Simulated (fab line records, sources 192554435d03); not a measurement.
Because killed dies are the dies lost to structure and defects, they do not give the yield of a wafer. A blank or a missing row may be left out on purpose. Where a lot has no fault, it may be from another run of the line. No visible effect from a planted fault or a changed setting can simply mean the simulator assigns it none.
fab line records -- flow n5_finfet -- part 1 of 2: steps 1 to 21 of 32
[record] lots = 5, wafers = 15, last_day = 14
route steps=1938 shown BEOL_M12@1632 BEOL_M13@1659
lots that met no fault: taken from a fault-free run of the same line
start_h: hours from the record's opening day to when the first of the lot's shown wafers began -- wait_h: time in hours since the lot's previous step -- " same as the row above -- L1.1+2: several wafers, shown together as one row -- - no value present, or no start provided -- * or withheld: withheld -- < > ~ a bound
route shown NAME@n: names a module that has steps shown in the file, with the first one's number in the route -- usual: mean and standard deviation over wafers with no fault -- same: alike in all rows -- chamber/n: place in a boat -- sites: readings site by site -- _std_site: their standard deviation -- _edge_site: mean of outer sites minus mean of inner sites -- radius_mm: for every site, how far away it sits from the centre of the wafer -- mask NAME#n: copy n -- behind: tool/chamber where the wafer was last shaped -- hold: why the lot went on hold/how many hours it stayed there/how the hold came to an end -- device: which transistor (n, p or np) failed to switch -- end of line: at the end of the route, the tests of the same wafers -- a step with no rows: only its recipe -- killed: not the wafer's yield, but the dies lost to structure and defects at the first sort -- map: dies across one wafer; x = killed, . = not, _ = none there
set.NAME: the setting that was run; set.NAME@STEP: the one run at that earlier step -- model.NAME: the simulator's own value behind a step, which no gauge read
a table for each step, a row for each wafer; lots at some steps of the route
services: a tool's chamber out of use, with start hour (start_h, from the record's first day; less than 0 if before it), hours out, and reason
[[steps]]
[step N5_BEOL_M12_CD_MEAS_28]
[recipe] target_cd_nm = 160.2, landing_energy_ev = 500, detector = se_inlens, polarity = opening
[usual] cd_nm = 160.9/1.5
lot.wafer,tool,chamber,start_h,wait_h,cd_nm
L075.1,cd_sem-01,0,236.23,-,160.1
L075.3,cd_sem-01,0,236.23,-,159.9
L075.4,cd_sem-01,0,236.23,-,160.6
L074.1,cd_sem-01,0,241.61,-,160.4
L074.3,cd_sem-01,0,241.61,-,159.8
L074.5,cd_sem-01,0,241.61,-,159.4
L077.3,cd_sem-01,0,251.94,-,161.6
L077.4,cd_sem-01,0,251.94,-,161.2
L077.6,cd_sem-01,0,251.94,-,160.9
L082.1,cd_sem-03,0,284.99,-,162.9
L082.2,cd_sem-03,0,284.99,-,161.2
L082.4,cd_sem-03,0,284.99,-,163.4
L086.1,cd_sem-03,0,309.97,-,163.1
L086.4,cd_sem-03,0,309.97,-,160.9
L086.5,cd_sem-03,0,309.97,-,161.1
[step N5_BEOL_M12_OVL_MEAS_29]
[recipe] points_per_wafer = 44
[usual] M12_OVL = -1/5.7
lot.wafer,tool,chamber,start_h,wait_h,M12_OVL[nm]
L075.1,overlay-02,0,236.26,0.0,-10
L075.3,overlay-02,0,236.26,0.0,1
L075.4,overlay-02,0,236.26,0.0,7
L074.1,overlay-01,0,241.64,0.0,-9
L074.3,overlay-01,0,241.64,0.0,-5
L074.5,overlay-01,0,241.64,0.0,-3
L077.3,overlay-01,0,251.97,0.0,-6
L077.4,overlay-01,0,251.97,0.0,-9
L077.6,overlay-01,0,251.97,0.0,-7
L082.1,overlay-02,0,285.02,0.0,0
L082.2,overlay-02,0,285.02,0.0,0
L082.4,overlay-02,0,285.02,0.0,-1
L086.1,overlay-01,0,310.00,0.0,-4
L086.4,overlay-01,0,310.00,0.0,-16
L086.5,overlay-01,0,310.00,0.0,-10
[step N5_BEOL_M12_INSPECT_30]
[recipe] mode = adi, inspect_instrument = macro
[usual] raw_defect_count = 2.3/1.5
lot.wafer,tool,chamber,start_h,wait_h,raw_defect_count
L075.1,defect_inspect-02,-,236.29,0.0,0
L075.3,defect_inspect-02,-,236.29,0.0,2
L075.4,defect_inspect-02,-,236.29,0.0,2
L074.1,defect_inspect-02,-,241.66,0.0,3
L074.3,defect_inspect-02,-,241.66,0.0,4
L074.5,defect_inspect-02,-,241.66,0.0,1
L077.3,defect_inspect-02,-,252.00,0.0,4
L077.4,defect_inspect-02,-,252.00,0.0,0
L077.6,defect_inspect-02,-,252.00,0.0,3
L082.1,defect_inspect-02,-,285.05,0.0,1
L082.2,defect_inspect-02,-,285.05,0.0,0
L082.4,defect_inspect-02,-,285.05,0.0,7
L086.1,defect_inspect-02,-,310.02,0.0,2
L086.4,defect_inspect-02,-,310.02,0.0,3
L086.5,defect_inspect-02,-,310.02,0.0,1
[step N5_BEOL_M12_DESCUM_33]
[recipe] chemistry = O2, time_s = 7.9, source_power_w = 50, bias_power_w = 20, pressure_mtorr = 20, rf_frequency_hz = 2.712e+07, temp_c = 40, o2_flow_sccm = 225
[usual] drypump_motor_current_A = 6.0/0.39, oes_product_au = 0.79/0.094, rf_vpp_V = 243.2/1.3, showerhead_plenum_p_Torr = 2.10/0.071, throttle_valve_pct = 20.45/0.21
lot.wafer,tool,chamber,start_h,wait_h,drypump_motor_current_A,oes_product_au,rf_hours_counter_h,rf_vpp_V,showerhead_plenum_p_Torr,throttle_valve_pct
L075.1,rie_diel-03,3,236.38,0.1,5.9,0.72,210,242.0,2.06,20.64
L075.3,rie_diel-03,1,236.38,0.1,5.6,0.69,207,245.4,2.17,20.42
L075.4,rie_diel-03,0,236.38,0.1,6.5,0.87,52,242.2,2.12,20.68
L074.1,rie_diel-04,2,241.93,0.3,5.5,0.81,79,242.2,2.05,20.41
L074.3,rie_diel-04,1,241.93,0.3,6.6,0.71,221,244.5,2.15,20.50
L074.5,rie_diel-04,3,241.93,0.3,6.3,0.68,-,242.6,2.17,20.44
L077.3,rie_diel-06,3,252.07,0.1,5.5,0.70,213,241.8,2.06,20.55
L077.4,rie_diel-06,2,252.07,0.1,6.0,0.92,16,242.0,2.07,20.45
L077.6,rie_diel-06,1,252.07,0.1,6.6,0.91,-,245.1,2.12,20.05
L082.1,rie_diel-03,3,285.08,0.0,5.8,0.71,226,242.1,2.06,20.67
L082.2,rie_diel-03,0,285.08,0.0,6.5,0.85,69,244.2,2.11,20.70
L082.4,rie_diel-03,2,285.08,0.0,5.8,0.87,46,243.7,2.15,20.69
L086.1,rie_diel-04,3,310.34,0.3,6.3,0.94,12,243.7,2.16,20.03
L086.4,rie_diel-04,0,310.34,0.3,6.0,0.68,-,239.8,1.97,20.30
L086.5,rie_diel-04,3,310.34,0.3,6.3,0.95,-,243.2,2.16,20.01
[step N5_BEOL_M12_ETCH_67]
[recipe] chemistry = CF4, target = SiARC, target_depth_a = 1430, time_s = 238.3, ion_energy_ev = 80, pressure_mtorr = 40, source_w = 545, bias_w = 36, Ar_flow_sccm = 100, cf4_flow_sccm = 100, ends = cleared
[usual] drypump_motor_current_A = 6.0/0.39, etch_rf_on_time_s = 242/6.7, oes_product_au = 0.67/0.079, rf_vpp_V = 184.1/1.1, showerhead_plenum_p_Torr = 2.14/0.067, throttle_valve_pct = 15.57/0.2
lot.wafer,tool,chamber,start_h,wait_h,drypump_motor_current_A,etch_rf_on_time_s,oes_product_au,rf_hours_counter_h,rf_vpp_V,showerhead_plenum_p_Torr,throttle_valve_pct
L075.1,rie_diel-03,3,236.41,0.0,5.8,234,0.61,210,184.1,2.11,15.79
L075.3,rie_diel-03,1,236.41,0.0,5.5,250,0.58,207,185.2,2.22,15.58
L075.4,rie_diel-03,0,236.41,0.0,6.6,246,0.71,52,184.8,2.17,15.75
L074.1,rie_diel-04,2,241.97,0.0,5.5,235,0.68,79,184.1,2.07,15.36
L074.3,rie_diel-04,1,241.97,0.0,6.6,250,0.60,221,185.6,2.18,15.70
L074.5,rie_diel-04,3,241.97,0.0,6.3,236,0.59,-,183.9,2.18,15.51
L077.3,rie_diel-06,3,252.11,0.0,5.5,234,0.62,213,183.7,2.12,15.72
L077.4,rie_diel-06,2,252.11,0.0,6.0,239,0.79,16,183.2,2.10,15.40
L077.6,rie_diel-06,1,252.11,0.0,6.6,242,0.77,-,183.4,2.19,15.33
L082.1,rie_diel-03,3,285.11,0.0,5.9,235,0.61,226,183.3,2.10,15.82
L082.2,rie_diel-03,0,285.11,0.0,6.5,246,0.70,69,184.4,2.17,15.78
L082.4,rie_diel-03,2,285.11,0.0,5.8,241,0.73,46,184.8,2.18,15.63
L086.1,rie_diel-04,3,310.38,0.0,6.3,235,0.83,12,184.9,2.17,15.02
L086.4,rie_diel-04,0,310.38,0.0,6.0,246,0.58,-,182.1,2.03,15.58
L086.5,rie_diel-04,3,310.38,0.0,6.3,235,0.82,-,185.3,2.17,15.04
[step N5_BEOL_M12_ETCH_68]
[recipe] chemistry = N2/H2, target = SOC, mask_material = SiARC, source_w = 3000, bias_w = 350, temp_c = 40, time_s = 285, ion_energy_ev = 200, pressure_mtorr = 30, n2_flow_sccm = 200, h2_flow_sccm = 200
[usual] drypump_motor_current_A = 6.0/0.39, oes_product_au = 0.79/0.094, rf_vpp_V = 523.9/2.4, showerhead_plenum_p_Torr = 2.55/0.082, throttle_valve_pct = 17.81/0.27
lot.wafer,tool,chamber,start_h,wait_h,drypump_motor_current_A,oes_product_au,rf_hours_counter_h,rf_vpp_V,showerhead_plenum_p_Torr,throttle_valve_pct
L075.1,rie_diel-03,3,236.56,0.1,5.9,0.72,210,520.9,2.54,18.23
L075.3,rie_diel-03,1,236.56,0.1,5.5,0.70,207,524.6,2.61,17.68
L075.4,rie_diel-03,0,236.56,0.1,6.5,0.85,52,525.0,2.61,18.21
L074.1,rie_diel-04,2,242.11,0.1,5.5,0.81,79,520.8,2.47,17.68
L074.3,rie_diel-04,1,242.11,0.1,6.6,0.72,221,526.3,2.64,17.96
L074.5,rie_diel-04,3,242.11,0.1,6.3,0.69,-,526.3,2.61,17.69
L077.3,rie_diel-06,3,252.25,0.1,5.5,0.71,213,521.5,2.54,18.13
L077.4,rie_diel-06,2,252.25,0.1,5.9,0.93,16,522.6,2.49,17.58
L077.6,rie_diel-06,1,252.25,0.1,6.6,0.92,-,525.0,2.59,17.40
L082.1,rie_diel-03,3,285.26,0.1,5.9,0.70,226,524.0,2.53,18.28
L082.2,rie_diel-03,0,285.26,0.1,6.5,0.84,69,524.5,2.60,18.22
L082.4,rie_diel-03,2,285.26,0.1,5.8,0.85,46,525.6,2.58,17.86
L086.1,rie_diel-04,3,310.52,0.1,6.3,0.95,12,526.8,2.60,17.23
L086.4,rie_diel-04,0,310.52,0.1,6.0,0.69,-,518.5,2.40,17.75
L086.5,rie_diel-04,3,310.52,0.1,6.3,0.95,-,526.7,2.60,17.22
[step N5_BEOL_M12_STRIP_69]
[recipe] chemistry = N2/H2, temp_c = 40, n2_flow_sccm = 200, h2_flow_sccm = 200, rf_frequency_hz = 6e+07
lot.wafer,tool,chamber,start_h,wait_h
L075.1+3+4,rie_diel-03,"3,1,0",236.73,0.1
L074.1+3+5,rie_diel-04,"2,1,3",242.28,0.1
L077.3+4+6,rie_diel-06,"3,2,1",252.42,0.1
L082.1+2+4,rie_diel-03,"3,0,2",285.43,0.1
L086.1+4+5,rie_diel-04,"3,0,3",310.69,0.1
[step N5_BEOL_M12_TRENCH_ETCH_34]
[recipe] chemistry = C4F8/O2/Ar, target = SiOC, target_depth_a = 3189.5, mask_material = SOC, pressure_mtorr = 30, source_w = 3000, bias_w = 700, Ar_flow_sccm = 400, C4F8_flow_sccm = 15, O2_flow_sccm = 8, he_inner_torr = 15, he_outer_torr = 30, time_s = 125.5, ion_energy_ev = 250
[usual] O2_flow_sccm = 8.002/0.023, drypump_motor_current_A = 6.0/0.39, he_inner_torr = 15.00/0.033, oes_product_au = 0.79/0.093, rf_vpp_V = 666/3, showerhead_plenum_p_Torr = 3.42/0.1, throttle_valve_pct = 24.14/0.3
lot.wafer,tool,chamber,start_h,wait_h,O2_flow_sccm,drypump_motor_current_A,he_inner_torr,oes_product_au,rf_hours_counter_h,rf_vpp_V,showerhead_plenum_p_Torr,throttle_valve_pct
L075.1,rie_diel-03,3,236.74,0.0,8.015,5.9,15.03,0.70,210,664,3.39,24.45
L075.3,rie_diel-03,1,236.74,0.0,7.963,5.5,15.06,0.69,207,667,3.51,24.01
L075.4,rie_diel-03,0,236.74,0.0,8.006,6.5,14.97,0.85,53,665,3.47,24.51
L074.1,rie_diel-04,2,242.29,0.0,8.039,5.5,14.99,0.80,80,661,3.33,24.09
L074.3,rie_diel-04,1,242.29,0.0,8.056,6.6,14.95,0.71,221,669,3.46,24.01
L074.5,rie_diel-04,3,242.29,0.0,7.980,6.3,14.99,0.70,-,668,3.46,23.80
L077.3,rie_diel-06,3,252.43,0.0,7.991,5.5,15.00,0.71,213,665,3.38,24.27
L077.4,rie_diel-06,2,252.43,0.0,8.003,5.9,14.94,0.92,16,661,3.35,24.07
L077.6,rie_diel-06,1,252.43,0.0,8.002,6.6,14.96,0.91,-,668,3.47,23.86
L082.1,rie_diel-03,3,285.44,0.0,7.997,5.9,15.05,0.69,226,665,3.38,24.47
L082.2,rie_diel-03,0,285.44,0.0,7.999,6.5,14.98,0.84,69,667,3.46,24.55
L082.4,rie_diel-03,2,285.44,0.0,7.998,5.9,15.03,0.85,46,666,3.51,24.54
L086.1,rie_diel-04,3,310.70,0.0,7.962,6.3,14.99,0.96,12,668,3.45,23.47
L086.4,rie_diel-04,0,310.70,0.0,8.013,6.0,14.99,0.68,-,661,3.22,23.96
L086.5,rie_diel-04,3,310.70,0.0,7.931,6.3,15.05,0.96,-,668,3.45,23.48
[step N5_BEOL_M12_STRIP_70]
[recipe] chemistry = C4F8/O2/Ar, resist = SiARC, rf_frequency_hz = 6e+07
lot.wafer,tool,chamber,start_h,wait_h
L075.1+3+4,rie_diel-03,"3,1,0",236.85,0.1
L074.1+3+5,rie_diel-04,"2,1,3",242.41,0.1
L077.3+4+6,rie_diel-06,"3,2,1",252.55,0.1
L082.1+2+4,rie_diel-03,"3,0,2",285.56,0.1
L086.1+4+5,rie_diel-04,"3,0,3",310.82,0.1
[step N5_BEOL_M12_OCD_MEAS_35]
[usual] trench_depth_nm = 318/4.9
lot.wafer,tool,chamber,start_h,wait_h,trench_depth_nm
L075.1,ocd-02,-,236.89,0.0,314
L075.3,ocd-02,-,236.89,0.0,310
L075.4,ocd-02,-,236.89,0.0,320
L074.1,ocd-02,-,242.45,0.0,323
L074.3,ocd-02,-,242.45,0.0,312
L074.5,ocd-02,-,242.45,0.0,317
L077.3,ocd-02,-,252.59,0.0,306
L077.4,ocd-02,-,252.59,0.0,320
L077.6,ocd-02,-,252.59,0.0,316
L082.1,ocd-01,-,285.60,0.0,317
L082.2,ocd-01,-,285.60,0.0,325
L082.4,ocd-01,-,285.60,0.0,316
L086.1,ocd-01,-,310.86,0.0,321
L086.4,ocd-01,-,310.86,0.0,316
L086.5,ocd-01,-,310.86,0.0,319
[step N5_BEOL_M12_STRIP_37]
[recipe] chemistry = N2/H2, power_w = 1000, temp_c = 250, h2_frac = 0.65, overash_fraction = 0.3, pressure_mtorr = withheld, n2_flow_sccm = 1750, h2_flow_sccm = 3250
[usual] drypump_motor_current_A = 5.49/0.2, heater_power_w = 310/17, oes_product_au = 0.791/0.01
lot.wafer,tool,chamber,start_h,wait_h,drypump_motor_current_A,heater_power_w,oes_product_au,rf_hours_counter_h
L075.1,plasma_asher-02,1,236.93,0.0,5.63,315,0.790,120
L075.3,plasma_asher-02,1,236.93,0.0,5.62,317,0.790,-
L075.4,plasma_asher-02,0,236.93,0.0,5.15,330,0.789,-
L074.1,plasma_asher-02,1,242.49,0.0,5.62,325,0.782,121
L074.3,plasma_asher-02,0,242.49,0.0,5.16,334,0.775,-
L074.5,plasma_asher-02,0,242.49,0.0,5.17,332,0.789,-
L077.3,plasma_asher-02,0,252.65,0.1,5.18,324,0.790,-
L077.4,plasma_asher-02,1,252.65,0.1,5.62,321,0.800,-
L077.6,plasma_asher-02,0,252.65,0.1,5.19,325,0.785,-
L082.1,plasma_asher-02,1,285.64,0.0,5.66,318,0.779,129
L082.2,plasma_asher-02,0,285.64,0.0,5.17,322,0.786,129
L082.4,plasma_asher-02,0,285.64,0.0,5.17,333,0.795,-
L086.1,plasma_asher-02,1,310.90,0.0,5.63,319,0.775,134
L086.4,plasma_asher-02,1,310.90,0.0,5.64,320,0.785,-
L086.5,plasma_asher-02,1,310.90,0.0,5.61,317,0.789,-
[step N5_BEOL_M12_ETCH_38]
[recipe] chemistry = CF4/N2, target = SiCN, target_depth_a = 687, taper_deg = 2, time_s = 73.4, ion_energy_ev = 150, mask_material = SiO2, pressure_mtorr = 40, source_w = 430, bias_w = 70, Ar_flow_sccm = 100, cf4_flow_sccm = 60, n2_flow_sccm = 60
[usual] drypump_motor_current_A = 6.0/0.39, oes_product_au = 0.79/0.089, rf_vpp_V = 382.4/1.7, showerhead_plenum_p_Torr = 2.21/0.061, throttle_valve_pct = 15.41/0.21
lot.wafer,tool,chamber,start_h,wait_h,drypump_motor_current_A,oes_product_au,rf_hours_counter_h,rf_vpp_V,showerhead_plenum_p_Torr,throttle_valve_pct
L075.1,rie_diel-03,3,238.81,-,5.8,0.72,211,380.4,2.18,15.70
L075.3,rie_diel-03,0,238.81,-,6.5,0.84,53,383.3,2.25,15.61
L075.4,rie_diel-03,1,238.81,-,5.5,0.67,208,384.7,2.28,15.38
L074.1,rie_diel-06,2,245.00,-,5.9,0.92,14,382.4,2.16,15.23
L074.3,rie_diel-06,1,245.00,-,6.6,0.90,30,383.6,2.25,15.12
L074.5,rie_diel-06,2,245.00,-,5.9,0.92,-,381.4,2.16,15.22
L077.3,rie_diel-06,2,252.74,-,6.0,0.94,16,380.6,2.16,15.22
L077.4,rie_diel-06,1,252.74,-,6.6,0.91,32,380.8,2.25,15.13
L077.6,rie_diel-06,0,252.74,-,6.0,0.85,-,386.6,2.32,15.47
L082.1,rie_diel-04,2,289.40,-,5.5,0.79,97,380.0,2.13,15.29
L082.2,rie_diel-04,3,289.40,-,6.3,1.00,3,384.1,2.24,14.84
L082.4,rie_diel-04,1,289.40,-,6.6,0.69,240,385.4,2.25,15.58
L086.1,rie_diel-06,2,311.13,-,5.9,0.89,36,381.7,2.16,15.26
L086.4,rie_diel-06,0,311.13,-,6.0,0.84,73,385.3,2.31,15.51
L086.5,rie_diel-06,3,311.13,-,5.5,0.73,-,381.8,2.18,15.60
[step N5_BEOL_M12_PRECLEAN_39]
[recipe] chemistry = residue_remover, time_s = 60, temp_c = 40
lot.wafer,tool,chamber,start_h,wait_h
L075.1+3+4,wet_bench-03,"6,5,7",238.94,0.1
L074.1+3+5,wet_bench-06,"3,6,4",245.13,0.1
L077.3+4+6,wet_bench-01,"0,6,7",252.87,0.1
L082.1+2+4,wet_bench-03,"7,1,0",289.56,0.1
L086.1+4+5,wet_bench-01,"0,6,5",311.26,0.1
[step N5_BEOL_M12_SRD_40]
[recipe] time_s = 30, temp_c = 23, rinse_liquid = diw, dry = n2_spin, spin_rpm = 1500, dry_time_s = 30
lot.wafer,tool,chamber,start_h,wait_h
L075.1+3+4,wet_bench-03,"6,5,7",238.96,0.0
L074.1+3+5,wet_bench-06,"3,6,4",245.15,0.0
L077.3+4+6,wet_bench-01,"0,6,7",252.89,0.0
L082.1+2+4,wet_bench-03,"7,1,0",289.58,0.0
L086.1+4+5,wet_bench-01,"0,6,5",311.28,0.0
[step N5_BEOL_M12_DEGAS_41]
[recipe] ambient = vacuum, temp_c = 250, time_s = 60
[usual] heater_power_w = 325/34
lot.wafer,tool,chamber,start_h,wait_h,heater_power_w
L075.1,pvd_sputter-01,-,239.21,0.2,337
L075.3,pvd_sputter-01,-,239.21,0.2,301
L075.4,pvd_sputter-01,-,239.21,0.2,277
L074.1,pvd_sputter-01,-,245.23,0.1,273
L074.3,pvd_sputter-01,-,245.23,0.1,310
L074.5,pvd_sputter-01,-,245.23,0.1,280
L077.3,pvd_sputter-02,-,254.14,1.2,351
L077.4,pvd_sputter-02,-,254.14,1.2,401
L077.6,pvd_sputter-02,-,254.14,1.2,303
L082.1,pvd_sputter-01,-,289.92,0.3,299
L082.2,pvd_sputter-01,-,289.92,0.3,336
L082.4,pvd_sputter-01,-,289.92,0.3,273
L086.1,pvd_sputter-02,-,311.42,0.1,340
L086.4,pvd_sputter-02,-,311.42,0.1,305
L086.5,pvd_sputter-02,-,311.42,0.1,313
[step N5_BEOL_M12_PRE_CLEAN_42]
[recipe] gas = H2/He, time_s = 30, temp_c = 250
[usual] heater_power_w = 325/35
lot.wafer,tool,chamber,start_h,wait_h,heater_power_w
L075.1,pvd_sputter-01,-,239.25,0.0,335
L075.3,pvd_sputter-01,-,239.25,0.0,313
L075.4,pvd_sputter-01,-,239.25,0.0,273
L074.1,pvd_sputter-01,-,245.27,0.0,275
L074.3,pvd_sputter-01,-,245.27,0.0,306
L074.5,pvd_sputter-01,-,245.27,0.0,281
L077.3,pvd_sputter-02,-,254.18,0.0,357
L077.4,pvd_sputter-02,-,254.18,0.0,394
L077.6,pvd_sputter-02,-,254.18,0.0,300
L082.1,pvd_sputter-01,-,289.96,0.0,304
L082.2,pvd_sputter-01,-,289.96,0.0,328
L082.4,pvd_sputter-01,-,289.96,0.0,283
L086.1,pvd_sputter-02,-,311.46,0.0,348
L086.4,pvd_sputter-02,-,311.46,0.0,316
L086.5,pvd_sputter-02,-,311.46,0.0,309
[step N5_BEOL_M12_SPUTTER_43]
[recipe] material = TaN, target_thk_a = 150, temp_c = 50, bias_v = 168.6, power_w = 15000, chamber_pressure_pa = 0.12, time_s = 24.19
[usual] throttle_valve_pct = 29.9/0.99
lot.wafer,tool,chamber,start_h,wait_h,throttle_valve_pct
L075.1,pvd_sputter-01,-,239.29,0.0,27.5
L075.3,pvd_sputter-01,-,239.29,0.0,30.8
L075.4,pvd_sputter-01,-,239.29,0.0,29.7
L074.1,pvd_sputter-01,-,245.31,0.0,29.8
L074.3,pvd_sputter-01,-,245.31,0.0,30.1
L074.5,pvd_sputter-01,-,245.31,0.0,30.0
L077.3,pvd_sputter-02,-,254.22,0.0,30.2
L077.4,pvd_sputter-02,-,254.22,0.0,30.8
L077.6,pvd_sputter-02,-,254.22,0.0,30.5
L082.1,pvd_sputter-01,-,290.00,0.0,30.5
L082.2,pvd_sputter-01,-,290.00,0.0,27.8
L082.4,pvd_sputter-01,-,290.00,0.0,30.1
L086.1,pvd_sputter-02,-,311.50,0.0,30.2
L086.4,pvd_sputter-02,-,311.50,0.0,30.0
L086.5,pvd_sputter-02,-,311.50,0.0,30.2
[step N5_BEOL_M12_SPUTTER_44]
[recipe] material = Ta, target_thk_a = 100, temp_c = 50, bias_v = 80, power_w = 15000, chamber_pressure_pa = 0.07, time_s = 16.13
[usual] throttle_valve_pct = 29.9/0.98
lot.wafer,tool,chamber,start_h,wait_h,throttle_valve_pct
L075.1,pvd_sputter-01,-,239.37,0.0,27.5
L075.3,pvd_sputter-01,-,239.37,0.0,30.4
L075.4,pvd_sputter-01,-,239.37,0.0,29.9
L074.1,pvd_sputter-01,-,245.39,0.0,30.1
L074.3,pvd_sputter-01,-,245.39,0.0,30.4
L074.5,pvd_sputter-01,-,245.39,0.0,30.0
L077.3,pvd_sputter-02,-,254.30,0.0,30.2
L077.4,pvd_sputter-02,-,254.30,0.0,30.3
L077.6,pvd_sputter-02,-,254.30,0.0,30.1
L082.1,pvd_sputter-01,-,290.08,0.0,30.7
L082.2,pvd_sputter-01,-,290.08,0.0,27.3
L082.4,pvd_sputter-01,-,290.08,0.0,30.1
L086.1,pvd_sputter-02,-,311.58,0.0,30.2
L086.4,pvd_sputter-02,-,311.58,0.0,30.1
L086.5,pvd_sputter-02,-,311.58,0.0,30.3
[step N5_BEOL_M12_SPUTTER_45]
[recipe] material = Cu, target_thk_a = 800, temp_c = -20, bias_v = 60, power_w = 26000, chamber_pressure_pa = 0.13, time_s = 13.33
[usual] throttle_valve_pct = 29.9/0.99
lot.wafer,tool,chamber,start_h,wait_h,throttle_valve_pct
L075.1,pvd_sputter-01,-,239.45,0.0,27.4
L075.3,pvd_sputter-01,-,239.45,0.0,30.6
L075.4,pvd_sputter-01,-,239.45,0.0,30.0
L074.1,pvd_sputter-01,-,245.47,0.0,29.8
L074.3,pvd_sputter-01,-,245.47,0.0,30.3
L074.5,pvd_sputter-01,-,245.47,0.0,29.7
L077.3,pvd_sputter-02,-,254.38,0.0,30.3
L077.4,pvd_sputter-02,-,254.38,0.0,30.3
L077.6,pvd_sputter-02,-,254.38,0.0,30.6
L082.1,pvd_sputter-01,-,290.16,0.0,30.5
L082.2,pvd_sputter-01,-,290.16,0.0,27.5
L082.4,pvd_sputter-01,-,290.16,0.0,29.8
L086.1,pvd_sputter-02,-,311.66,0.0,30.7
L086.4,pvd_sputter-02,-,311.66,0.0,30.5
L086.5,pvd_sputter-02,-,311.66,0.0,30.3
[step N5_BEOL_M12_ECD_47]
[recipe] material = Cu, target_thk_a = 7200
lot.wafer,tool,chamber,start_h,wait_h
L075.1+3+4,ecd_cu-02,"0,1,0",239.56,0.1
L074.1+3+5,ecd_cu-02,1,245.58,0.1
L077.3+4+6,ecd_cu-01,"1,0,1",254.54,0.1
L082.1+2+4,ecd_cu-01,"1,0,1",290.27,0.1
L086.1+4+5,ecd_cu-01,"0,0,1",311.78,0.1
[step N5_BEOL_M12_ANNEAL_48]
[recipe] temp_c = 225, time_s = 90, ambient = N2
[usual] anneal_temp_c = 224.97/0.16, wafer_temp_C_max = 226.2/0.45
lot.wafer,tool,chamber,start_h,wait_h,anneal_temp_c,wafer_temp_C_max
L075.1,rtp_anneal-02,0,239.71,0.1,225.01,226.6
L075.3,rtp_anneal-02,0,239.71,0.1,224.83,226.7
L075.4,rtp_anneal-02,0,239.71,0.1,224.91,226.5
L074.1,rtp_anneal-02,0,245.74,0.1,225.16,226.2
L074.3,rtp_anneal-02,0,245.74,0.1,224.81,226.7
L074.5,rtp_anneal-02,0,245.74,0.1,225.00,226.2
L077.3,rtp_anneal-01,0,254.94,0.4,224.89,226.0
L077.4,rtp_anneal-01,0,254.94,0.4,225.01,225.9
L077.6,rtp_anneal-01,0,254.94,0.4,225.08,225.5
L082.1,rtp_anneal-01,0,290.42,0.1,224.80,226.2
L082.2,rtp_anneal-01,0,290.42,0.1,224.92,225.9
L082.4,rtp_anneal-01,0,290.42,0.1,224.62,226.1
L086.1,rtp_anneal-02,0,311.93,0.1,224.93,226.5
L086.4,rtp_anneal-02,0,311.93,0.1,224.82,226.7
L086.5,rtp_anneal-02,0,311.93,0.1,225.08,226.5
